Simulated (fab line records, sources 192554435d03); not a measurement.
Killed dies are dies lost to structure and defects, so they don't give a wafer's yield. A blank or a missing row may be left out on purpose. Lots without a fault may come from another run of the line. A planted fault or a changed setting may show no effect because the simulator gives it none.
Chamber matching | flow n5_finfet | N5_BEOL_M11_ETCH_65 on rie_diel-04: 4 sister chambers
The step etches SiARC in CF4, target depth 39 nm, time 65 s. 4 wafers are shown with their chamber, then 8 later ones without.

WAFERS WITH THEIR CHAMBER
wafer  | chamber | drypump_motor_current_A (A)
L082.6 | 0       | 5.4
L088.3 | 1       | 6.4
L089.5 | 2       | 5.3
L091.1 | 3       | 5.4

WAFERS WITHOUT THEIR CHAMBER
wafer  | drypump_motor_current_A (A)
L091.2 | 5.2
L091.5 | 5.4
L093.1 | 5.3
L093.2 | 6.4
L093.3 | 5.4
L094.2 | 6.4
L094.4 | 5.2
L094.5 | 5.4

WHICH CHAMBER EACH WENT THROUGH
wafer  | from the rows above     | in truth
L091.2 | 2                       | 2
L091.5 | can't be placed: 0 or 3 | 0
L093.1 | 2                       | 2
L093.2 | 1                       | 1
L093.3 | can't be placed: 0 or 3 | 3
L094.2 | 1                       | 1
L094.4 | 2                       | 2
L094.5 | can't be placed: 0 or 3 | 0
Placed correctly: 5 of 8. Can't be placed from these rows: 3 (the true chamber is among the candidates in 3). Placed wrongly: 0.
How it was worked out, from the rows above alone: a wafer's distance from a chamber is the root of the sum, over the readings, of the square of ((its reading less the chamber's mean) divided by the reading's scatter). The wafer belongs to the nearest chamber; if the next one is less than 2 further off, it can't be placed. A chamber's mean is the mean of its shown wafers. The scatter: with one shown wafer a chamber, the root of the mean of the squares of how far each hidden wafer lies from its nearest shown one.
